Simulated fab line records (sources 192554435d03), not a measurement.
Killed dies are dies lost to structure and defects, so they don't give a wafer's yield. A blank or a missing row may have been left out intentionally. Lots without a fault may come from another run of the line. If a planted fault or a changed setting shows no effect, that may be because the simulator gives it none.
Which tool was responsible? :: flow n5 finfet :: 24 lots, 72 wafers sampled, at 3 steps of a route of 1938

== WHAT THE GAUGES SHOWED, per wafer ==
N5_BEOL_M10_INSPECT_13: inspects for defects (brightfield).
lot: L076
measured: day 11 12:51
on: defect inspect-01
raw defect count: 446 398 478

lot: L074
measured: day 11 15:55
on: defect inspect-02
raw defect count: 520 575 623

lot: L075
measured: day 11 20:25
on: defect inspect-02
raw defect count: 373 435 497

lot: L077
measured: day 11 20:38
on: defect inspect-01
raw defect count: 300 277 408

lot: L078
measured: day 12 14:55
on: defect inspect-02
raw defect count: 317 523 463

lot: L080
measured: day 12 20:33
on: defect inspect-01
raw defect count: 387 396 433

lot: L079
measured: day 12 20:11
on: defect inspect-02
raw defect count: 661 638 509

lot: L081
measured: day 12 21:04
on: defect inspect-01
raw defect count: 330 445 341

lot: L082
measured: day 13 04:30
on: defect inspect-01
raw defect count: 279 328 314

lot: L083
measured: day 14 00:06
on: defect inspect-02
raw defect count: 410 333 373

lot: L084
measured: day 14 06:08
on: defect inspect-02
raw defect count: 468 478 649

lot: L087
measured: day 14 14:22
on: defect inspect-01
raw defect count: 321 357 334

lot: L085
measured: day 14 15:10
on: defect inspect-02
raw defect count: 773 498 376

lot: L086
measured: day 14 15:13
on: defect inspect-01
raw defect count: 527 409 486

lot: L091
measured: day 15 20:05
on: defect inspect-01
raw defect count: 465 327 357

lot: L089
measured: day 15 20:37
on: defect inspect-02
raw defect count: 489 527 442

lot: L090
measured: day 15 21:22
on: defect inspect-02
raw defect count: 385 334 416

lot: L088
measured: day 15 21:41
on: defect inspect-01
raw defect count: 555 317 364

lot: L092
measured: day 15 22:17
on: defect inspect-02
raw defect count: 403 629 494

lot: L094
measured: day 16 10:46
on: defect inspect-01
raw defect count: 268 354 253

lot: L093
measured: day 16 10:56
on: defect inspect-01
raw defect count: 458 394 409

lot: L095
measured: day 16 20:17
on: defect inspect-01
raw defect count: 463 345 449

lot: L097
measured: day 17 04:33
on: defect inspect-02
raw defect count: 471 670 481

lot: L096
measured: day 17 04:47
on: defect inspect-02
raw defect count: 535 404 411

== EACH LOT AND THE TOOL THAT RAN IT (in order: tool; ch and the chambers of the sampled wafers; start) ==
lot: L076
N5_BEOL_M9_STRIP_36: rie diel-05 ch 0,1,2, day 11 07:46
N5_BEOL_M9_ANNEAL_51: rtp anneal-01 ch 0, day 11 10:12

lot: L074
N5_BEOL_M9_STRIP_36: rie diel-02 ch 1,2,3, day 11 10:21
N5_BEOL_M9_ANNEAL_51: rtp anneal-02 ch 0, day 11 12:33

lot: L075
N5_BEOL_M9_STRIP_36: rie diel-05 ch 0,2, day 11 14:58
N5_BEOL_M9_ANNEAL_51: rtp anneal-01 ch 0, day 11 17:01

lot: L077
N5_BEOL_M9_STRIP_36: rie diel-01 ch 0,2, day 11 15:10
N5_BEOL_M9_ANNEAL_51: rtp anneal-01 ch 0, day 11 17:31

lot: L078
N5_BEOL_M9_STRIP_36: rie diel-01 ch 1,2,3, day 12 08:43
N5_BEOL_M9_ANNEAL_51: rtp anneal-02 ch 0, day 12 11:35

lot: L080
N5_BEOL_M9_STRIP_36: rie diel-05 ch 1,2,3, day 12 14:33
N5_BEOL_M9_ANNEAL_51: rtp anneal-01 ch 0, day 12 16:49

lot: L079
N5_BEOL_M9_STRIP_36: rie diel-02 ch 1,2, day 12 14:37
N5_BEOL_M9_ANNEAL_51: rtp anneal-02 ch 0, day 12 17:28

lot: L081
N5_BEOL_M9_STRIP_36: rie diel-01 ch 0,3, day 12 14:47
N5_BEOL_M9_ANNEAL_51: rtp anneal-02 ch 0, day 12 17:41

lot: L082
N5_BEOL_M9_STRIP_36: rie diel-02 ch 1,2,3, day 12 21:58
N5_BEOL_M9_ANNEAL_51: rtp anneal-02 ch 0, day 13 00:08

lot: L083
N5_BEOL_M9_STRIP_36: rie diel-01 ch 1,2,3, day 13 17:02
N5_BEOL_M9_ANNEAL_51: rtp anneal-02 ch 0, day 13 19:44

lot: L084
N5_BEOL_M9_STRIP_36: rie diel-01 ch 2,3, day 13 23:31
N5_BEOL_M9_ANNEAL_51: rtp anneal-01 ch 0, day 14 02:04

lot: L087
N5_BEOL_M9_STRIP_36: rie diel-05 ch 1,2,3, day 14 08:34
N5_BEOL_M9_ANNEAL_51: rtp anneal-02 ch 0, day 14 11:09

lot: L085
N5_BEOL_M9_STRIP_36: rie diel-02 ch 0,3, day 14 08:52
N5_BEOL_M9_ANNEAL_51: rtp anneal-01 ch 0, day 14 11:19

lot: L086
N5_BEOL_M9_STRIP_36: rie diel-05 ch 1,2, day 14 09:05
N5_BEOL_M9_ANNEAL_51: rtp anneal-01 ch 0, day 14 11:29

lot: L091
N5_BEOL_M9_STRIP_36: rie diel-02 ch 0,1,3, day 15 14:38
N5_BEOL_M9_ANNEAL_51: rtp anneal-01 ch 0, day 15 16:43

lot: L089
N5_BEOL_M9_STRIP_36: rie diel-01 ch 0,1,3, day 15 14:56
N5_BEOL_M9_ANNEAL_51: rtp anneal-02 ch 0, day 15 18:16

lot: L090
N5_BEOL_M9_STRIP_36: rie diel-05 ch 0,1,3, day 15 15:05
N5_BEOL_M9_ANNEAL_51: rtp anneal-02 ch 0, day 15 18:29

lot: L088
N5_BEOL_M9_STRIP_36: rie diel-05 ch 0,1,2, day 15 16:30
N5_BEOL_M9_ANNEAL_51: rtp anneal-02 ch 0, day 15 19:20

lot: L092
N5_BEOL_M9_STRIP_36: rie diel-05 ch 0,1,3, day 15 17:15
N5_BEOL_M9_ANNEAL_51: rtp anneal-02 ch 0, day 15 19:52

lot: L094
N5_BEOL_M9_STRIP_36: rie diel-02 ch 0,1,3, day 16 05:56
N5_BEOL_M9_ANNEAL_51: rtp anneal-02 ch 0, day 16 08:28

lot: L093
N5_BEOL_M9_STRIP_36: rie diel-01 ch 0,1,2, day 16 06:22
N5_BEOL_M9_ANNEAL_51: rtp anneal-02 ch 0, day 16 08:38

lot: L095
N5_BEOL_M9_STRIP_36: rie diel-01 ch 0,2, day 16 14:31
N5_BEOL_M9_ANNEAL_51: rtp anneal-02 ch 0, day 16 17:17

lot: L097
N5_BEOL_M9_STRIP_36: rie diel-05 ch 1,2,3, day 16 23:01
N5_BEOL_M9_ANNEAL_51: rtp anneal-02 ch 0, day 17 00:59

lot: L096
N5_BEOL_M9_STRIP_36: rie diel-01 ch 0,1,2, day 16 23:04
N5_BEOL_M9_ANNEAL_51: rtp anneal-01 ch 0, day 17 01:11
- N5_BEOL_M9_STRIP_36: strips in N2/H2.
- N5_BEOL_M9_ANNEAL_51: time 90 s.

== AS READ BY THE TOOLS THEMSELVES (means over the sampled wafers that have a number; for cases with no such wafer, the mark the record gives instead) ==
N5_BEOL_M9_STRIP_36.
lot: L076
tool: rie diel-05
drypump motor current A (A): 5.7
oes product au (a.u.): 0.72
power w (W): 449.8
rf vpp V (V): 59.0
showerhead plenum p Torr (Torr): 2.51
throttle valve pct (%): 23.56

lot: L074
tool: rie diel-02
drypump motor current A (A): 6.1
oes product au (a.u.): 0.82
power w (W): 450.1
rf vpp V (V): 58.3
showerhead plenum p Torr (Torr): 2.60
throttle valve pct (%): 23.62

lot: L075
tool: rie diel-05
drypump motor current A (A): 5.7
oes product au (a.u.): 0.70
power w (W): 449.6
rf vpp V (V): 57.2
showerhead plenum p Torr (Torr): 2.54
throttle valve pct (%): 23.69

lot: L077
tool: rie diel-01
drypump motor current A (A): 6.1
oes product au (a.u.): 0.87
power w (W): 448.6
rf vpp V (V): 59.0
showerhead plenum p Torr (Torr): 2.62
throttle valve pct (%): 23.70

lot: L078
tool: rie diel-01
drypump motor current A (A): 5.9
oes product au (a.u.): 0.88
power w (W): 449.9
rf vpp V (V): 60.6
showerhead plenum p Torr (Torr): 2.61
throttle valve pct (%): 23.48

lot: L080
tool: rie diel-05
drypump motor current A (A): 5.6
oes product au (a.u.): 0.80
power w (W): 448.4
rf vpp V (V): 59.1
showerhead plenum p Torr (Torr): 2.50
throttle valve pct (%): 23.41

lot: L079
tool: rie diel-02
drypump motor current A (A): 5.9
oes product au (a.u.): 0.81
power w (W): 450.2
rf vpp V (V): 59.5
showerhead plenum p Torr (Torr): 2.56
throttle valve pct (%): 23.56

lot: L081
tool: rie diel-01
drypump motor current A (A): 6.0
oes product au (a.u.): 0.82
power w (W): 449.5
rf vpp V (V): 57.7
showerhead plenum p Torr (Torr): 2.56
throttle valve pct (%): 23.64

lot: L082
tool: rie diel-02
drypump motor current A (A): 6.0
oes product au (a.u.): 0.80
power w (W): 450.5
rf vpp V (V): 60.5
showerhead plenum p Torr (Torr): 2.59
throttle valve pct (%): 23.64

lot: L083
tool: rie diel-01
drypump motor current A (A): 5.8
oes product au (a.u.): 0.87
power w (W): 449.5
rf vpp V (V): 60.3
showerhead plenum p Torr (Torr): 2.61
throttle valve pct (%): 23.48

lot: L084
tool: rie diel-01
drypump motor current A (A): 5.8
oes product au (a.u.): 0.84
power w (W): 451.2
rf vpp V (V): 61.9
showerhead plenum p Torr (Torr): 2.59
throttle valve pct (%): 23.42

lot: L087
tool: rie diel-05
drypump motor current A (A): 5.6
oes product au (a.u.): 0.78
power w (W): 449.2
rf vpp V (V): 58.1
showerhead plenum p Torr (Torr): 2.49
throttle valve pct (%): 23.44

lot: L085
tool: rie diel-02
drypump motor current A (A): 5.7
oes product au (a.u.): 0.77
power w (W): 450.6
rf vpp V (V): 59.1
showerhead plenum p Torr (Torr): 2.64
throttle valve pct (%): 23.99

lot: L086
tool: rie diel-05
drypump motor current A (A): 5.3
oes product au (a.u.): 0.72
power w (W): 450.9
rf vpp V (V): 58.0
showerhead plenum p Torr (Torr): 2.43
throttle valve pct (%): 23.43

lot: L091
tool: rie diel-02
drypump motor current A (A): 5.8
oes product au (a.u.): 0.80
power w (W): 450.4
rf vpp V (V): 59.0
showerhead plenum p Torr (Torr): 2.62
throttle valve pct (%): 23.81

lot: L089
tool: rie diel-01
drypump motor current A (A): 6.0
oes product au (a.u.): 0.82
power w (W): 450.9
rf vpp V (V): 59.3
showerhead plenum p Torr (Torr): 2.57
throttle valve pct (%): 23.75

lot: L090
tool: rie diel-05
drypump motor current A (A): 6.0
oes product au (a.u.): 0.85
power w (W): 449.4
rf vpp V (V): 61.2
showerhead plenum p Torr (Torr): 2.56
throttle valve pct (%): 23.53

lot: L088
tool: rie diel-05
drypump motor current A (A): 5.7
oes product au (a.u.): 0.80
power w (W): 449.4
rf vpp V (V): 59.1
showerhead plenum p Torr (Torr): 2.50
throttle valve pct (%): 23.54

lot: L092
tool: rie diel-05
drypump motor current A (A): 6.0
oes product au (a.u.): 0.84
power w (W): 449.2
rf vpp V (V): 58.9
showerhead plenum p Torr (Torr): 2.56
throttle valve pct (%): 23.54

lot: L094
tool: rie diel-02
drypump motor current A (A): 5.8
oes product au (a.u.): 0.80
power w (W): 451.0
rf vpp V (V): 59.2
showerhead plenum p Torr (Torr): 2.62
throttle valve pct (%): 23.81

lot: L093
tool: rie diel-01
drypump motor current A (A): 6.0
oes product au (a.u.): 0.84
power w (W): 450.5
rf vpp V (V): 61.2
showerhead plenum p Torr (Torr): 2.61
throttle valve pct (%): 23.67

lot: L095
tool: rie diel-01
drypump motor current A (A): 6.0
oes product au (a.u.): 0.86
power w (W): 449.6
rf vpp V (V): 59.6
showerhead plenum p Torr (Torr): 2.63
throttle valve pct (%): 23.50

lot: L097
tool: rie diel-05
drypump motor current A (A): 5.6
oes product au (a.u.): 0.75
power w (W): 451.9
rf vpp V (V): 58.6
showerhead plenum p Torr (Torr): 2.48
throttle valve pct (%): 23.47

lot: L096
tool: rie diel-01
drypump motor current A (A): 6.0
oes product au (a.u.): 0.83
power w (W): 449.4
rf vpp V (V): 60.5
showerhead plenum p Torr (Torr): 2.61
throttle valve pct (%): 23.67

N5_BEOL_M9_ANNEAL_51.
lot: L076
tool: rtp anneal-01
wafer_temp_C_max: 226.00

lot: L074
tool: rtp anneal-02
wafer_temp_C_max: 226.46

lot: L075
tool: rtp anneal-01
wafer_temp_C_max: 225.99

lot: L077
tool: rtp anneal-01
wafer_temp_C_max: 225.80

lot: L078
tool: rtp anneal-02
wafer_temp_C_max: 226.13

lot: L080
tool: rtp anneal-01
wafer_temp_C_max: 225.63

lot: L079
tool: rtp anneal-02
wafer_temp_C_max: 226.22

lot: L081
tool: rtp anneal-02
wafer_temp_C_max: 226.42

lot: L082
tool: rtp anneal-02
wafer_temp_C_max: 226.39

lot: L083
tool: rtp anneal-02
wafer_temp_C_max: 226.35

lot: L084
tool: rtp anneal-01
wafer_temp_C_max: 226.09

lot: L087
tool: rtp anneal-02
wafer_temp_C_max: 226.46

lot: L085
tool: rtp anneal-01
wafer_temp_C_max: 225.99

lot: L086
tool: rtp anneal-01
wafer_temp_C_max: 225.99

lot: L091
tool: rtp anneal-01
wafer_temp_C_max: 226.23

lot: L089
tool: rtp anneal-02
wafer_temp_C_max: 226.32

lot: L090
tool: rtp anneal-02
wafer_temp_C_max: 225.97

lot: L088
tool: rtp anneal-02
wafer_temp_C_max: 226.05

lot: L092
tool: rtp anneal-02
wafer_temp_C_max: 226.06

lot: L094
tool: rtp anneal-02
wafer_temp_C_max: 226.18

lot: L093
tool: rtp anneal-02
wafer_temp_C_max: 226.33

lot: L095
tool: rtp anneal-02
wafer_temp_C_max: 226.24

lot: L097
tool: rtp anneal-02
wafer_temp_C_max: 226.07

lot: L096
tool: rtp anneal-01
wafer_temp_C_max: 225.94

== THE ANSWER, worked out from the rows above alone ==
Rule: usual is defined by the lots themselves. Put in order of their means at a reading, lots are off if they are a third of the lots or fewer, leave a main group of 4 or more, and stand apart from it by a gap of 3 or more times the standard deviation of the main group's means; of several such gaps the widest counts. If all means in a main group match to the digits the tables above print for the reading, that group is not used. Also off: a lot with no number at a reading for which 4 or more lots have one. All remaining lots with rows at the step are treated as sound. Order of review: gauges by route order, followed by the tools' own readings, for which a lot's mean as printed above is used. The first step at which some lot is off is used, and at that step the reading that is off furthest; a lot without a number counts as furthest.
Nothing can be told from this: no lot is off at any reading shown.

== WHAT THE SIMULATOR HAD PUT IN ==
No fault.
